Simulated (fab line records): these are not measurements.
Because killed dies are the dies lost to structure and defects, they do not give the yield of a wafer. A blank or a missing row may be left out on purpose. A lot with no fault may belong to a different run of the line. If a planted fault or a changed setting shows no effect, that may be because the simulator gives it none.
Chamber matching    flow n5-finfet    rie-si-02 running N5_DUMMY_GATE_ETCH_44: 4 sister chambers
The step etches poly-Si in HBr/O2, stops on SiO2, target depth 127.5 nm. 22 wafers are shown with their chamber, then 11 later ones without.

== EACH WAFER AND ITS CHAMBER ==
wafer   chamber  drypump-motor-current-A (A)  throttle-valve-pct (%)  he-backside-leak-sccm (sccm)
L074.2  3        6.1                          18.22                   2.2
L074.3  2        5.7                          18.54                   2.6
L074.5  2        5.7                          18.55                   2.8
L075.2  1        5.4                          18.53                   2.8
L075.3  2        5.7                          18.56                   2.6
L075.4  3        6.1                          18.20                   2.3
L076.1  0        5.4                          18.05                   2.2
L076.2  2        5.7                          18.54                   2.6
L076.5  3        6.1                          18.21                   2.2
L077.1  1        5.4                          18.56                   2.8
L077.2  0        5.4                          18.02                   2.2
L077.3  3        6.1                          18.21                   2.4
L081.1  2        5.7                          18.56                   2.7
L081.3  1        5.4                          18.53                   2.8
L081.6  2        5.7                          18.55                   2.7
L083.1  3        6.1                          18.21                   2.5
L083.2  0        5.3                          18.04                   2.2
L083.6  3        6.1                          18.20                   2.5
L087.3  0        5.4                          18.02                   2.6
L087.4  3        6.1                          18.22                   2.3
L087.5  0        5.4                          18.04                   2.2
L089.1  2        5.7                          18.54                   2.7

SIGNATURES (means of the wafers above)
reading                  chamber 0  chamber 1  chamber 2  chamber 3  scatter within a chamber
drypump-motor-current-A  5.380      5.400      5.700      6.100      0.0211
throttle-valve-pct       18.0340    18.5400    18.5486    18.2100    0.0111
he-backside-leak-sccm    2.280      2.800      2.671      2.343      0.12
Rule: for a wafer and a chamber, the distance is found by dividing, reading by reading, the gap between the wafer's reading and the chamber's mean by the reading's scatter, squaring, summing and taking the root. The wafer belongs to the nearest chamber; if the next one is less than 2 further off, it can't be placed. The scatter: the root of (the sum of the squares of (reading less its chamber's mean) over the shown wafers, divided by (wafers less chambers)).

== WAFERS WHOSE CHAMBER IS MISSING ==
wafer   drypump-motor-current-A (A)  throttle-valve-pct (%)  he-backside-leak-sccm (sccm)
L089.2  5.4                          18.03                   2.3
L089.6  5.4                          18.04                   2.1
L090.3  5.7                          18.53                   2.6
L090.4  5.4                          18.03                   2.2
L090.5  5.7                          18.56                   2.6
L095.1  5.4                          18.05                   2.2
L095.3  6.1                          18.19                   2.5
L095.6  5.7                          18.57                   2.8
L096.2  5.7                          18.56                   2.4
L096.5  5.3                          18.03                   2.3
L096.6  6.2                          18.21                   2.2

== CHAMBER TAKEN BY EACH ==
wafer   from the rows above  in truth
L089.2  0                    0
L089.6  0                    0
L090.3  2                    2
L090.4  0                    0
L090.5  2                    2
L095.1  0                    0
L095.3  3                    3
L095.6  2                    2
L096.2  2                    2
L096.5  0                    0
L096.6  3                    3
Placed correctly: 11 of 11. Not placeable from these rows: 0. Wrongly placed: 0.
